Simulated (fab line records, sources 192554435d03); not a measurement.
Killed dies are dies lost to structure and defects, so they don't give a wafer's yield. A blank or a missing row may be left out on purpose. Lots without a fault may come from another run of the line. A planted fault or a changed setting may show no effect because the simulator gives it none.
Split-lot experiment | flow n5_finfet | 7 lots, 21 wafers read, on a route of 1938 steps

THE SPLIT
At N5_SD_EPI_P_COAT_34 (time 60 s, resist thk 350 nm), the setting spin_rpm was moved away from the recipe's 1500 rpm on 8 of the 21 wafers read, by -10.2% to +10.1%. The other wafers ran this setting at the recipe's value.

The reading is taken at the split's own step.

THE READING
SOC_of_SD_EPI_P_COAT_34.thk_nm (the simulator's own value, which no gauge read), in nm, at N5_SD_EPI_P_COAT_34 (time 60 s, resist thk 350 nm). The file gives no usual value for it. The 13 wafers here that ran the recipe average 350.5 nm, standard deviation 0.73 nm.

wafer  | tool, chamber at the split | spin_rpm as run, rpm | against the recipe | SOC_of_SD_EPI_P_COAT_34.thk_nm, nm | against lot-mates on the recipe
L074.1 | litho_track-04, 0          | 1500                 | recipe             | 350.2                              | -
L074.4 | litho_track-04, 0          | 1605                 | +7.0%              | 337.6                              | -12.6
L074.5 | litho_track-04, 0          | 1605                 | +7.0%              | 337.4                              | -12.8
L080.3 | litho_track-04, 0          | 1652                 | +10.1%             | 335                                | -16.0
L080.5 | litho_track-04, 0          | 1500                 | recipe             | 351                                | -
L080.6 | litho_track-04, 0          | 1652                 | +10.1%             | 334.6                              | -16.4
L081.1 | litho_track-01, 0          | 1500                 | recipe             | 349.6                              | -
L081.2 | litho_track-01, 0          | 1500                 | recipe             | 351.6                              | -
L081.5 | litho_track-01, 0          | 1347                 | -10.2%             | 370.4                              | +19.8
L083.1 | litho_track-04, 0          | 1500                 | recipe             | 348.6                              | -
L083.2 | litho_track-04, 0          | 1367                 | -8.9%              | 366                                | +17.4
L083.6 | litho_track-04, 0          | 1367                 | -8.9%              | 365.8                              | +17.2
L084.3 | litho_track-01, 0          | 1500                 | recipe             | 350.2                              | -
L084.4 | litho_track-01, 0          | 1500                 | recipe             | 351                                | -
L084.5 | litho_track-01, 0          | 1368                 | -8.8%              | 366.8                              | +16.2
L090.3 | litho_track-03, 0          | 1500                 | recipe             | 350.4                              | -
L090.4 | litho_track-03, 0          | 1500                 | recipe             | 350.6                              | -
L090.5 | litho_track-03, 0          | 1500                 | recipe             | 351                                | -
L097.1 | litho_track-01, 0          | 1500                 | recipe             | 350.6                              | -
L097.4 | litho_track-01, 0          | 1500                 | recipe             | 351                                | -
L097.6 | litho_track-01, 0          | 1500                 | recipe             | 350.4                              | -

THE FIT
A straight line over all 21 wafers: SOC_of_SD_EPI_P_COAT_34.thk_nm changes by -1.74 nm for each +1% of spin_rpm; r = -0.99; the points scatter about the line by 1 nm.
The same after taking each lot's own level away (the mean of its wafers on the recipe; 21 wafers): -1.8 nm for each +1%; r = -1.00; scatter 0.85 nm.
On that fit, the largest move of spin_rpm shifts the reading by 18 nm.
The lots' own levels span 348.60 to 351.00 nm, that is 3.3 times the standard deviation above.
So the lot-to-lot level changes the slope little: the two slopes agree.
Check: with one of the wafers moved furthest among these (-10.2%) left out of the fit, the line predicts +18.5 nm for it against its lot-mates. It came out at +19.8 nm against them.

OTHER SPLITS ON THESE WAFERS
These wafers also went through other splits before the reading. Each is held against what the fit with the lots' levels taken away leaves over:
other split on the same wafers        | wafers away from the commonest value | r with SOC_of_SD_EPI_P_COAT_34.thk_nm (lot level and that fit taken away)
N5_SD_EPI_N_DEVELOP_08 develop_time_s | 6                                    | +0.00

THE FILE'S OWN FIT
SOC_of_SD_EPI_P_COAT_34.thk_nm changes by -1.82 nm for each +1% of spin_rpm, r = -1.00.
